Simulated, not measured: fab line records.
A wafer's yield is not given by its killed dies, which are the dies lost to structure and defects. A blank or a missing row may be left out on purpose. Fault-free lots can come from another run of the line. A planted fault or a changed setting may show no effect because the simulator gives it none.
fab line records | flow n5_finfet | part 1 of 2: steps 1 to 25 of 30
record: lots: 5 wafers: 15 last_day: 16
route steps=1938 shown BEOL_M8@1392 BEOL_M9@1401
lots that met no fault: from a run of the same line without faults
start_h: hours from the record's opening day to when the first of the lot's shown wafers began | wait_h: how many hours have passed since the lot's step before this one | " as in the row above | L1.1+2: one row covering several wafers at once | - value missing, or start not given | * or withheld: withheld | < > ~ a bound
route shown NAME@n: NAME is a module with steps in the file, n the number in the route of the first one | usual: mean and standard deviation over wafers with no fault | same: alike in all rows | chamber/n: place in a boat | sites: each site's reading | _std_site: their standard deviation | _edge_site: outer sites' mean less inner sites' | radius_mm: for every site, how far away it sits from the centre of the wafer | mask NAME#n: copy n | behind: the tool/chamber that last shaped the wafer | hold: why the lot went on hold/how many hours it stayed there/how the hold came to an end | device: names the non-switching transistor (n, p or np) | end of line: tests run on the same wafers once the route is complete | a step with no rows: only its recipe | killed: the dies lost at the first sort to structure and to defects; this is not the yield of the wafer | map: the dies of a wafer, with x for killed, . for not killed, _ for no die there
set.NAME: the setting the step ran with; set.NAME@STEP: the setting that earlier step ran with | model.NAME: the simulator's own value behind a step, which no gauge read
a table for each step, a row for each wafer; lots at some steps of the route
services: a tool's chamber out of use, with start hour (start_h, from the record's first day; less than 0 if before it), hours out, and reason
== steps ==
step: N5_BEOL_M8_SPUTTER_48
recipe: material: Cu target_thk_a: 100 temp_c: -20 bias_v: 60 power_w: 26000 chamber_pressure_pa: 0.13 time_s: 1.667
usual: susceptor_temp_C: -19.98/0.11 throttle_valve_pct: 30.2/1
columns lot.wafer tool chamber start_h wait_h susceptor_temp_C throttle_valve_pct
L075.3 pvd_sputter-01 - 205.12 0.1 -19.89 30.5
L075.5 " - " " -19.95 30.8
L075.6 " - " " -19.96 30.5
L082.2 pvd_sputter-01 - 251.73 0.4 -19.81 30.6
L082.4 " - " " -20.05 30.7
L082.5 " - " " -19.99 30.8
L087.2 pvd_sputter-01 - 296.88 0.1 -20.09 33.2
L087.5 " - " " -20.02 30.1
L087.6 " - " " -19.92 30.7
L089.3 pvd_sputter-01 - 299.21 0.1 -20.05 30.2
L089.4 " - " " -19.83 30.7
L089.5 " - " " -19.98 30.4
L093.2 pvd_sputter-01 - 324.09 0.2 -19.97 30.2
L093.3 " - " " -20.04 30.6
L093.5 " - " " -19.81 30.7
step: N5_BEOL_M8_ECD_50
recipe: material: Cu target_thk_a: 3000
columns lot.wafer tool chamber start_h wait_h
L075.3+5+6 ecd_cu-02 1,0,1 205.27 0.1
L082.2+4+5 ecd_cu-01 1,1,0 251.85 0.1
L087.2+5+6 ecd_cu-02 1,0,1 297.00 0.1
L089.3+4+5 ecd_cu-01 1,0,0 299.35 0.1
L093.2+3+5 ecd_cu-01 1,1,0 324.21 0.1
step: N5_BEOL_M8_ANNEAL_51
recipe: temp_c: 225 time_s: 90 ambient: N2
usual: wafer_temp_C_max: 226.7/0.33
columns lot.wafer tool chamber start_h wait_h wafer_temp_C_max
L075.3 rtp_anneal-02 0 205.65 0.4 226.3
L075.5 " 0 " " 226.5
L075.6 " 0 " " 226.7
L082.2 rtp_anneal-01 0 252.08 0.2 227.0
L082.4 " 0 " " 227.2
L082.5 " 0 " " 226.9
L087.2 rtp_anneal-02 0 298.47 1.4 225.9
L087.5 " 0 " " 225.9
L087.6 " 0 " " 226.2
L089.3 rtp_anneal-01 0 299.82 0.5 226.7
L089.4 " 0 " " 226.7
L089.5 " 0 " " 226.5
L093.2 rtp_anneal-02 0 324.43 0.2 226.2
L093.3 " 0 " " 227.1
L093.5 " 0 " " 226.5
step: N5_BEOL_M8_CMP_52
recipe: stop_on: SiCOH_lowk t_overpolish_s: 6.9 down_force_psi: 1 platen_rpm: 50 clearing_platen_down_force_psi: 1.5 clearing_platen_rpm: 50 post_cmp_clean: cu_alkaline target_thk_nm: 80 clearing_platen_pad_velocity_m_s: 0.99484 pad_velocity_m_s: 0.99484
usual: barrier_field_endpoint_s: 29.1/0.77 motor_current_A: 5.7/0.61 overpolish_run_s: 6.900/0.0098 slurry_filter_dp_kPa: 13.50/0.15 time_to_endpoint_s: 62.8/3
columns lot.wafer tool chamber start_h wait_h barrier_field_endpoint_s motor_current_A overpolish_run_s slurry_filter_dp_kPa time_to_endpoint_s
L075.3 cmp-01 1 206.15 0.4 28.9 6.5 6.927 13.50 62.9
L075.5 " 2 " " 30.0 6.1 6.902 13.53 65.7
L075.6 " 3 " " 28.7 5.6 6.896 13.58 63.4
L082.4 cmp-03 1 252.40 0.2 28.9 6.0 6.903 13.42 65.1
L082.2 " 2 " " 28.7 5.9 6.907 13.40 62.7
L082.5 " 3 " " 28.8 4.8 6.902 13.66 62.9
L087.2 cmp-02 1 298.80 0.3 28.8 5.1 6.894 13.71 56.1
L087.5 " 3 " " 29.8 5.0 6.876 13.69 63.0
L087.6 " 0 " " 28.6 5.2 6.887 13.28 58.2
L089.3 cmp-03 0 300.08 0.2 29.4 5.4 6.910 13.54 59.4
L089.4 " 2 " " 30.7 6.4 6.891 13.40 64.8
L089.5 " 0 " " 29.0 5.5 6.906 13.61 61.1
L093.2 cmp-01 2 324.86 0.4 31.1 6.0 6.908 13.62 68.8
L093.3 " 0 " " 29.7 5.1 6.886 13.55 65.5
L093.5 " 2 " " 30.4 5.7 6.903 13.83 67.9
step: N5_BEOL_M8_THK_MEAS_53
recipe: thk_meas_gauge: xrf reads: Cu_of_BEOL_M8_ECD_50
usual: M8_THK: 79.7/2.1
columns lot.wafer tool chamber start_h wait_h M8_THK[nm]
L075.3 film_metro-01 - 206.33 - 82.4
L075.5 " - " " 82.2
L075.6 " - " " 79.9
L082.2 film_metro-02 - 252.62 - 79.4
L082.4 " - " " 78.2
L082.5 " - " " 80.0
L087.2 film_metro-02 - 299.02 - 79.2
L087.5 " - " " 81.2
L087.6 " - " " 76.0
L089.3 film_metro-01 - 300.34 - 81.0
L089.4 " - " " 82.9
L089.5 " - " " 79.3
L093.2 film_metro-01 - 325.11 - 83.6
L093.3 " - " " 79.2
L093.5 " - " " 79.7
step: N5_BEOL_M8_PRE_CLEAN_55
recipe: gas: NH3 time_s: 15 temp_c: withheld rf_power_w: 300
columns lot.wafer tool chamber start_h wait_h
L075.3+5+6 pecvd-02 2,2,0 206.38 0.0
L082.2+4+5 pecvd-01 0,1,2 252.66 0.0
L087.2+5+6 pecvd-04 0,2,1 299.05 0.0
L089.3+4+5 pecvd-02 2,2,1 300.38 0.0
L093.2+3+5 pecvd-02 2,0,2 325.15 0.0
step: N5_BEOL_M8_DEP_56
recipe: material: SiCN target_thk_a: 100 temp_c: withheld precursor: 3MS/NH3 pressure_torr: 3 rf_w: 202 time_s: 17.5
usual: showerhead_plenum_p_Torr: 3.654/0.014 throttle_valve_pct: 9.1/0.5
columns lot.wafer tool chamber start_h wait_h showerhead_plenum_p_Torr throttle_valve_pct
L075.3 pecvd-02 2 206.42 0.0 3.692 9.8
L075.5 " 2 " " 3.670 9.8
L075.6 " 0 " " 3.645 8.9
L082.2 pecvd-01 0 252.68 0.0 3.662 9.6
L082.4 " 1 " " 3.675 8.6
L082.5 " 2 " " 3.646 8.6
L087.2 pecvd-04 0 299.08 0.0 3.644 9.6
L087.5 " 2 " " 3.659 8.6
L087.6 " 1 " " 3.649 9.5
L089.3 pecvd-02 2 300.40 0.0 3.678 8.5
L089.4 " 2 " " 3.668 8.5
L089.5 " 1 " " 3.640 9.1
L093.2 pecvd-02 2 325.17 0.0 3.676 8.6
L093.3 " 0 " " 3.641 9.0
L093.5 " 2 " " 3.673 8.6
step: N5_BEOL_M8_RS_MEAS_57
recipe: thk_meas_gauge: four-point-probe reads: Cu_of_BEOL_M8_ECD_50+Co_of_BEOL_M8_CVD_78+TaN_of_BEOL_M8_ALD_77
usual: M8_RS: 0.285/0.0088
columns lot.wafer tool chamber start_h wait_h M8_RS[ohm/sq]
L075.3 film_metro-02 - 206.49 0.1 0.273
L075.5 " - " " 0.274
L075.6 " - " " 0.283
L082.2 film_metro-01 - 252.75 0.1 0.283
L082.4 " - " " 0.289
L082.5 " - " " 0.282
L087.2 film_metro-02 - 299.15 0.1 0.287
L087.5 " - " " 0.282
L087.6 " - " " 0.303
L089.3 film_metro-02 - 300.47 0.1 0.284
L089.4 " - " " 0.275
L089.5 " - " " 0.289
L093.2 film_metro-02 - 325.26 0.1 0.271
L093.3 " - " " 0.288
L093.5 " - " " 0.285
step: N5_BEOL_M8_INSPECT_58
recipe: inspect_instrument: darkfield mode: post_dep
usual: raw_defect_count: 75/27
columns lot.wafer tool chamber start_h wait_h raw_defect_count
L075.3 defect_inspect-02 - 206.52 0.0 65
L075.5 " - " " 54
L075.6 " - " " 68
L082.2 defect_inspect-01 - 252.78 0.0 70
L082.4 " - " " 80
L082.5 " - " " 48
L087.2 defect_inspect-02 - 299.17 0.0 100
L087.5 " - " " 71
L087.6 " - " " 64
L089.3 defect_inspect-01 - 300.50 0.0 79
L089.4 " - " " 84
L089.5 " - " " 83
L093.2 defect_inspect-02 - 325.28 0.0 55
L093.3 " - " " 109
L093.5 " - " " 101
step: N5_BEOL_M9_ILD_DEP_00
recipe: material: SiCOH_lowk target_thk_a: 3085.1 temp_c: 300 precursor: DEMS/porogen pressure_torr: 5 rf_w: 500 time_s: 58
usual: heater_power_w: 339/41 showerhead_plenum_p_Torr: 5.732/0.017 susceptor_temp_C: 300.00/0.19 throttle_valve_pct: 13.8/0.86
columns lot.wafer tool chamber start_h wait_h heater_power_w showerhead_plenum_p_Torr susceptor_temp_C throttle_valve_pct
L075.3 pecvd-04 1 206.55 0.0 349 5.737 299.97 14.9
L075.5 " 0 " " 369 5.722 299.85 14.4
L075.6 " 1 " " 359 5.721 300.14 15.1
L082.2 pecvd-03 0 252.82 0.0 319 5.710 299.90 13.6
L082.4 " 0 " " 317 5.713 299.88 13.9
L082.5 " 1 " " 301 5.754 299.92 13.9
L087.2 pecvd-01 2 299.21 0.0 397 5.722 299.99 12.8
L087.5 " 2 " " 413 5.718 300.06 13.0
L087.6 " 1 " " 345 5.733 300.17 13.1
L089.3 pecvd-04 0 300.56 0.1 342 5.726 300.25 14.5
L089.4 " 1 " " 347 5.726 299.96 15.0
L089.5 " 0 " " 350 5.717 300.15 14.5
L093.2 pecvd-01 1 325.32 0.0 348 5.727 300.17 13.1
L093.3 " 0 " " 319 5.744 300.16 14.7
L093.5 " 1 " " 350 5.747 300.21 13.5
step: N5_BEOL_M9_CURE_71
recipe: temp_c: 385 time_s: 240 ambient: He/Ar material: SiCOH_lowk
usual: lamp_power_pct: 52.30/0.05 wafer_temp_C_max: 387.0/0.48
columns lot.wafer tool chamber start_h wait_h lamp_power_pct wafer_temp_C_max
L075.3 uv_cure-03 1 206.79 0.2 52.31 387.1
L075.5 " 1 " " 52.42 387.3
L075.6 " 1 " " 52.42 386.9
L082.2 uv_cure-01 0 253.02 0.2 52.25 386.9
L082.4 " 0 " " 52.25 387.5
L082.5 " 0 " " 52.33 386.6
L087.2 uv_cure-03 0 299.37 0.1 52.29 388.0
L087.5 " 0 " " 52.25 387.7
L087.6 " 0 " " 52.29 387.5
L089.3 uv_cure-02 1 300.80 0.2 52.29 386.7
L089.4 " 1 " " 52.28 386.4
L089.5 " 1 " " 52.30 386.8
L093.2 uv_cure-01 0 325.50 0.2 52.21 386.5
L093.3 " 0 " " 52.37 387.2
L093.5 " 0 " " 52.32 386.5
step: N5_BEOL_M9_THK_MEAS_01
recipe: reads: SiCOH_lowk_of_BEOL_M9_ILD_DEP_00
usual: M9_ILD_THK: 268/3.4
columns lot.wafer tool chamber start_h wait_h M9_ILD_THK[nm]
L075.3 film_metro-02 - 207.15 0.3 267
L075.5 " - " " 269
L075.6 " - " " 271
L082.2 film_metro-01 - 253.45 0.4 265
L082.4 " - " " 272
L082.5 " - " " 266
L087.2 film_metro-01 - 299.80 0.4 260
L087.5 " - " " 264
L087.6 " - " " 268
L089.3 film_metro-02 - 301.15 0.3 267
L089.4 " - " " 266
L089.5 " - " " 267
L093.2 film_metro-01 - 325.94 0.4 261
L093.3 " - " " 265
L093.5 " - " " 262
step: N5_BEOL_M9_PECVD_70
recipe: material: SiO2 target_thk_a: 200 temp_c: 400 precursor: TEOS/O2 pressure_torr: 5.5 rf_w: 450 teos_flow_sccm: 53.8 gas: O2 flow_sccm: 3000 time_s: 22.7
usual: heater_power_w: 756/78 showerhead_plenum_p_Torr: 8.75/0.065 susceptor_temp_C: 400.01/0.22 throttle_valve_pct: 22.2/1.4
columns lot.wafer tool chamber start_h wait_h heater_power_w showerhead_plenum_p_Torr susceptor_temp_C throttle_valve_pct
L075.3 pecvd-03 2 207.18 0.0 932 8.83 400.19 19.9
L075.5 " 1 " " 707 8.84 399.74 22.5
L075.6 " 0 " " 705 8.72 400.05 22.4
L082.2 pecvd-04 2 253.49 0.0 703 8.75 400.03 21.7
L082.4 " 0 " " 818 8.68 399.80 23.5
L082.5 " 1 " " 810 8.69 399.84 24.2
L087.2 pecvd-03 0 299.84 0.0 726 8.70 400.42 21.9
L087.5 " 0 " " 724 8.73 400.10 22.3
L087.6 " 2 " " 801 8.82 399.88 20.0
L089.3 pecvd-01 2 301.19 0.0 918 8.65 400.30 21.0
L089.4 " 1 " " 783 8.84 400.36 21.6
L089.5 " 2 " " 916 8.64 400.08 20.6
L093.2 pecvd-03 2 325.97 0.0 842 8.78 399.57 20.2
L093.3 " 1 " " 659 8.82 400.33 22.2
L093.5 " 1 " " 661 8.84 399.86 22.3
step: N5_BEOL_M9_HM_DEP_02
recipe: material: TiN target_thk_a: 200 temp_c: 25 chamber_pressure_pa: 0.49996
usual: susceptor_temp_C: 25.01/0.1 throttle_valve_pct: 30.2/0.94
columns lot.wafer tool chamber start_h wait_h susceptor_temp_C throttle_valve_pct
L075.3 pvd_sputter-01 - 208.10 0.9 24.92 30.6
L075.5 " - " " 24.83 30.3
L075.6 " - " " 25.04 30.5
L082.2 pvd_sputter-02 - 253.97 0.5 25.06 30.2
L082.4 " - " " 24.95 29.4
L082.5 " - " " 24.92 30.0
L087.2 pvd_sputter-03 - 301.44 1.6 25.02 29.4
L087.5 " - " " 24.97 29.7
L087.6 " - " " 25.08 30.3
L089.3 pvd_sputter-03 - 302.34 1.1 25.08 30.0
L089.4 " - " " 25.15 30.4
L089.5 " - " " 24.85 30.3
L093.2 pvd_sputter-01 - 327.53 1.5 24.97 30.1
L093.3 " - " " 25.10 33.1
L093.5 " - " " 25.08 30.9
step: N5_BEOL_M9_COAT_59
recipe: resist: SOC temp_c: 250 time_s: 60 spin_rpm: 1500 resist_thk_nm: 100
usual: dispense_pressure_kPa: 48/5.1 plate_temp_C: 250.01/0.18
columns lot.wafer tool chamber start_h wait_h dispense_pressure_kPa plate_temp_C
L075.3 litho_track-04 0 208.23 0.1 54 249.88
L075.5 " 0 " " 54 250.13
L075.6 " 0 " " 54 250.02
L082.2 litho_track-05 0 254.09 0.1 42 250.14
L082.4 " 0 " " 42 250.20
L082.5 " 0 " " 42 250.11
L087.2 litho_track-04 0 301.56 0.1 54 249.60
L087.5 " 0 " " 54 249.88
L087.6 " 0 " " 54 249.97
L089.3 litho_track-04 0 302.46 0.1 54 250.00
L089.4 " 0 " " 54 249.85
L089.5 " 0 " " 54 249.99
L093.2 litho_track-05 0 327.65 0.1 42 250.18
L093.3 " 0 " " 42 250.06
L093.5 " 0 " " 42 249.94
step: N5_BEOL_M9_COAT_60
recipe: resist: SiARC temp_c: 220 time_s: 60 spin_rpm: 1500 resist_thk_nm: 30
usual: dispense_pressure_kPa: 48/5.1 plate_temp_C: 219.99/0.17
columns lot.wafer tool chamber start_h wait_h dispense_pressure_kPa plate_temp_C
L075.3 litho_track-04 0 - - 54 220.27
L075.5 " 0 " " 54 220.05
L075.6 " 0 " " 54 219.73
L082.2 litho_track-05 0 - - 42 220.25
L082.4 " 0 " " 42 219.92
L082.5 " 0 " " 42 220.01
L087.2 litho_track-04 0 - - 54 219.92
L087.5 " 0 " " 54 219.87
L087.6 " 0 " " 54 220.13
L089.3 litho_track-04 0 - - 54 220.03
L089.4 " 0 " " 54 219.79
L089.5 " 0 " " 54 219.99
L093.2 litho_track-05 0 - - 42 219.97
L093.3 " 0 " " 42 220.00
L093.5 " 0 " " 42 220.03
step: N5_BEOL_M9_COAT_05
recipe: resist: CAR-ArF spin_rpm: 1500 resist_thk_nm: 90
usual: dispense_pressure_kPa: 48/5.1
columns lot.wafer tool chamber start_h wait_h dispense_pressure_kPa
L075.3 litho_track-04 0 - - 54
L075.5 " 0 " " 54
L075.6 " 0 " " 54
L082.2 litho_track-05 0 - - 42
L082.4 " 0 " " 42
L082.5 " 0 " " 42
L087.2 litho_track-04 0 - - 54
L087.5 " 0 " " 54
L087.6 " 0 " " 54
L089.3 litho_track-04 0 - - 54
L089.4 " 0 " " 54
L089.5 " 0 " " 54
L093.2 litho_track-05 0 - - 42
L093.3 " 0 " " 42
L093.5 " 0 " " 42
step: N5_BEOL_M9_EBR_07
recipe: solvent: PGMEA ebr_width_mm: 1.5
columns lot.wafer tool chamber start_h wait_h
L075.3+5+6 litho_track-04 0 - -
L082.2+4+5 litho_track-05 0 - -
L087.2+5+6 litho_track-04 0 - -
L089.3+4+5 litho_track-04 0 - -
L093.2+3+5 litho_track-05 0 - -
step: N5_BEOL_M9_SOFTBAKE_06
recipe: temp_c: 110 time_s: 60 resist: CAR-ArF
usual: plate_temp_C: 109.99/0.14
columns lot.wafer tool chamber start_h wait_h plate_temp_C
L075.3 litho_track-04 0 - - 110.04
L075.5 " 0 " " 110.17
L075.6 " 0 " " 110.08
L082.2 litho_track-05 0 - - 110.01
L082.4 " 0 " " 110.02
L082.5 " 0 " " 109.83
L087.2 litho_track-04 0 - - 110.09
L087.5 " 0 " " 110.04
L087.6 " 0 " " 110.07
L089.3 litho_track-04 0 - - 109.91
L089.4 " 0 " " 109.81
L089.5 " 0 " " 109.78
L093.2 litho_track-05 0 - - 109.87
L093.3 " 0 " " 109.79
L093.5 " 0 " " 109.80
step: N5_BEOL_M9_EXPOSE_08
recipe: mask_id: M9 na: 1.35 source_shape: dipole sigma_inner: 0.411 sigma_outer: 0.611 polarization: te dose_mj: 53.75
usual: stage_vel_mm_s: 499.98/0.26
columns lot.wafer tool chamber start_h wait_h mask stage_vel_mm_s
L075.3 arfi_scanner-03 0 208.38 - M9#0 499.98
L075.5 " 0 " " M9#0 499.86
L075.6 " 0 " " M9#0 499.71
L082.2 arfi_scanner-01 0 254.34 - M9#0 499.68
L082.4 " 0 " " M9#0 499.84
L082.5 " 0 " " M9#0 499.94
L087.2 arfi_scanner-02 0 301.81 - M9#0 500.52
L087.5 " 0 " " M9#0 500.39
L087.6 " 0 " " M9#0 500.64
L089.3 arfi_scanner-02 0 302.78 - M9#0 499.74
L089.4 " 0 " " M9#0 499.91
L089.5 " 0 " " M9#0 499.72
L093.2 arfi_scanner-02 0 327.78 - M9#0 500.51
L093.3 " 0 " " M9#0 499.92
L093.5 " 0 " " M9#0 500.08
step: N5_BEOL_M9_PEB_09
recipe: peb_temp_c: withheld peb_time_s: 60 resist: CAR-ArF
columns lot.wafer tool chamber start_h wait_h
L075.3+5+6 litho_track-04 0 208.43 0.0
L082.2+4+5 litho_track-02 0 254.40 0.0
L087.2+5+6 litho_track-04 0 301.87 0.0
L089.3+4+5 litho_track-02 0 302.83 0.0
L093.2+3+5 litho_track-02 0 327.83 0.0
step: N5_BEOL_M9_DEVELOP_10
recipe: develop_time_s: 30 developer: TMAH resist: CAR-ArF rinse_liquid: diw dry: air_spin dev_temp_c: 23
columns lot.wafer tool chamber start_h wait_h
L075.3+5+6 litho_track-04 0 - -
L082.2+4+5 litho_track-02 0 - -
L087.2+5+6 litho_track-04 0 - -
L089.3+4+5 litho_track-02 0 - -
L093.2+3+5 litho_track-02 0 - -
step: N5_BEOL_M9_CD_MEAS_11
recipe: target_cd_nm: 64.1 landing_energy_ev: 500 detector: se_inlens polarity: opening
usual: cd_nm: 63.9/0.57
columns lot.wafer tool chamber start_h wait_h cd_nm
L075.3 cd_sem-01 0 208.49 - 63.7
L075.5 " 0 " " 64.5
L075.6 " 0 " " 64.0
L082.2 cd_sem-03 0 254.47 - 64.4
L082.4 " 0 " " 63.2
L082.5 " 0 " " 64.0
L087.2 cd_sem-02 0 301.93 - 64.1
L087.5 " 0 " " 64.4
L087.6 " 0 " " 65.0
L089.3 cd_sem-01 0 302.90 - 63.1
L089.4 " 0 " " 63.6
L089.5 " 0 " " 63.4
L093.2 cd_sem-01 0 327.90 - 63.7
L093.3 " 0 " " 63.7
L093.5 " 0 " " 63.7
step: N5_BEOL_M9_OVL_MEAS_12
recipe: points_per_wafer: 44
usual: M9_OVL: 0.2/0.74
same: points_per_wafer: 44
columns lot.wafer tool chamber start_h wait_h M9_OVL[nm]
L075.3 overlay-02 0 208.52 0.0 -1.1
L075.5 " 0 " " 1.0
L075.6 " 0 " " 1.7
L082.2 overlay-02 0 254.49 0.0 0.6
L082.4 " 0 " " 0.2
L082.5 " 0 " " -0.6
L087.2 overlay-02 0 301.96 0.0 0.3
L087.5 " 0 " " -0.2
L087.6 " 0 " " 0.1
L089.3 overlay-02 0 302.93 0.0 1.2
L089.4 " 0 " " -0.3
L089.5 " 0 " " 0.4
L093.2 overlay-02 0 327.93 0.0 0.2
L093.3 " 0 " " -1.0
L093.5 " 0 " " -0.7
step: N5_BEOL_M9_INSPECT_13
recipe: mode: adi inspect_instrument: brightfield
usual: raw_defect_count: 429/120
columns lot.wafer tool chamber start_h wait_h raw_defect_count
L075.3 defect_inspect-01 - 208.55 0.0 565
L075.5 " - " " 601
L075.6 " - " " 646
L082.2 defect_inspect-01 - 254.52 0.0 454
L082.4 " - " " 461
L082.5 " - " " 314
L087.2 defect_inspect-01 - 301.99 0.0 478
L087.5 " - " " 524
L087.6 " - " " 328
L089.3 defect_inspect-02 - 302.95 0.0 356
L089.4 " - " " 375
L089.5 " - " " 292
L093.2 defect_inspect-02 - 327.95 0.0 449
L093.3 " - " " 545
L093.5 " - " " 574
